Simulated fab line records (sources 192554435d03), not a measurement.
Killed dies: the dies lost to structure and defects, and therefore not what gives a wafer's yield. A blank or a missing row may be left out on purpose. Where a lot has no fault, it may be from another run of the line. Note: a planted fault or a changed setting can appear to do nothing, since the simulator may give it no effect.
A lot that was struck, set against a sound lot -- flow n5 finfet -- 19 steps out of a route of 1938
Sound: wafers L627.4, L627.5, L627.6. Struck: wafer L641.6 (left out: L641.4, a lot-mate that was not struck); the cause follows at the end.
Each step with rows lists, per side, the tool, then ch with its chambers, then its first start. Under that, the readings that differ: sound wafers -- struck wafers -- difference of the means -- sigmas: that difference in standard deviations of wafers without a fault.
alike: readings whose means differ by less than 2 such deviations, and words and numbers that are the same on both sides. not compared: withheld readings, readings that some wafer has no value for, bounds like >300 that may hide the same value, and numbers for which the record gives no deviation and whose values overlap.
A row with sigmas, a row that says differs or no value, or rows on one side alone: a step with any of these is where the two part. Numbers that have no deviation but don't overlap get no sigmas and don't part them. Lack of a reading on every wafer of one side parts them only where that side has two or more wafers.

first, 4 steps without rows for these wafers: N5_BEOL_M1_SOFTBAKE_23 (time 60 s); N5_BEOL_M1_EXPOSE_25 (exposes mask V0, defocus 5 nm, target cd 24 nm); N5_BEOL_M1_PEB_26 (peb time 60 s); N5_BEOL_M1_DEVELOP_27 (develop time 30 s).
N5_BEOL_M1_CD_MEAS_28: target cd y 23.3 nm.
  sound on cd sem-03 ch 0, day 6 22:05; struck on cd sem-02 ch 0, day 10 10:22
  alike: cd nm
N5_BEOL_M1_OVL_MEAS_29:
  sound on overlay-02 ch 0, day 6 22:08; struck on overlay-01 ch 0, day 10 10:24
  alike: V0_OVL
N5_BEOL_M1_INSPECT_30: inspects for defects (brightfield).
  struck on defect inspect-02, day 10 10:26; sound on defect inspect-02, day 6 22:10
  alike: raw defect count
N5_BEOL_M1_DESCUM_33: chemistry O2, time 7 s.
  sound on rie diel-01 ch 0,1,2, day 6 22:13; struck on rie diel-01 ch 3, day 10 10:29
reading,sound,struck,difference,sigmas
drypump motor current A (A),5.9 6.1 6.5,5.0,-1.2,-2
  alike: oes product au, rf vpp V, showerhead plenum p Torr, throttle valve pct
  not compared: rf hours counter h
N5_BEOL_M1_ETCH_77: etches underlayer in N2/H2, target depth 6.5 nm, time 5.2 s.
  sound on rie diel-01 ch 0,1,2, day 6 22:14; struck on rie diel-01 ch 3, day 10 10:31
reading,sound,struck,difference,sigmas
drypump motor current A (A),5.9 6.0 6.5,5.0,-1.1,-2
oes product au (a.u.),0.63 0.68 0.76,0.59,-0.10,-2
  alike: bias w, etch rf on time s, rf vpp V, showerhead plenum p Torr, throttle valve pct
  not compared: rf hours counter h
N5_BEOL_M1_ETCH_69: etches SiARC in CF4, target depth 15.6 nm, time 26 s.
  sound on rie diel-01 ch 0,1,2, day 6 22:16; struck on rie diel-01 ch 3, day 10 10:32
reading,sound,struck,difference,sigmas
drypump motor current A (A),6.0 6.0 6.5,5.0,-1.2,-2
  alike: bias w, etch rf on time s, oes product au, rf vpp V, showerhead plenum p Torr, throttle valve pct
  not compared: rf hours counter h
N5_BEOL_M1_ALD_98: deposits SiO2, target thk 2.5 nm, pulse time 1 s, co reactant pulse time 1 s.
  sound on ald sin-03 ch 0,3, day 6 22:23; struck on ald sin-03 ch 2, day 10 10:37
reading,sound,struck,difference,sigmas
heater power w (W),69 68 71,89,+20,+3
  alike: precursor pulse height rel
N5_BEOL_M1_ETCHBACK_99: etches SiO2 in CHF3, target depth 5 nm, time 10.4 s.
  sound on rie diel-02 ch 0,3, day 7 03:34; struck on rie diel-02 ch 3, day 10 11:53
  alike: bias w, drypump motor current A, oes product au, rf vpp V, showerhead plenum p Torr, throttle valve pct
  not compared: rf hours counter h
N5_BEOL_M1_ETCH_70: etches SOC in N2/H2, target depth 80 nm, overetch 16 nm, time 120 s.
  sound on rie diel-02 ch 0,3, day 7 03:37; struck on rie diel-02 ch 3, day 10 11:55
reading,sound,struck,difference,sigmas
model.SiARC_of_BEOL_M1_COAT_68.thk nm (nm),6.4 6.2 6.6,4.6,-1.8,
  alike: bias w, drypump motor current A, oes product au, rf vpp V, showerhead plenum p Torr, throttle valve pct
  not compared: rf hours counter h
then, 2 steps without rows for these wafers: N5_BEOL_M1_STRIP_71 (strips in N2/H2); N5_BEOL_M1_STRIP_78 (strips in N2/H2).
N5_BEOL_M1_VIA_ETCH_34: etches the open film in C4F6/O2, target depth 67.8 nm, time 64.4 s.
  sound on rie diel-02 ch 0,3, day 7 03:43; struck on rie diel-02 ch 3, day 10 12:01
reading,sound,struck,difference,sigmas
model.BEOL_M1.cd nm (nm),18 18 18.2,18.6,+0.5,
  alike: O2_flow_sccm, bias w, drypump motor current A, oes product au, rf vpp V, showerhead plenum p Torr, throttle valve pct
  not compared: rf hours counter h
then, 1 step without rows for these wafers: N5_BEOL_M1_STRIP_83 (strips in C4F6/O2).
N5_BEOL_M4_RC_MEAS_101:
  sound on prober-02 ch 0, day 8 19:16; struck on prober-01 ch 0, day 12 04:33
reading,sound,struck,difference,sigmas
IOFF_N (nA/um),0.135 0.111 0.135,0.188,+0.061,+2
ION_N (uA/um),667 656 675,694,+28,+2
ION_P (uA/um),455 454 460,474,+18,+2
VT_N (mV),252 256 253,247,-7,-2
VT_P (mV),-256 -258 -254,-248,+8,+2
  alike: DIBL_N, DIBL_P, IOFF_P, SS_N, SS_P
next, for these wafers, 1 step has no rows: N5_PASSIVATION_PROBE_49.

## WHERE THEY PART
At N5_BEOL_M1_DESCUM_33 first; at N5_BEOL_M4_RC_MEAS_101 last (within this record only).

WHY: whatever the simulator had introduced
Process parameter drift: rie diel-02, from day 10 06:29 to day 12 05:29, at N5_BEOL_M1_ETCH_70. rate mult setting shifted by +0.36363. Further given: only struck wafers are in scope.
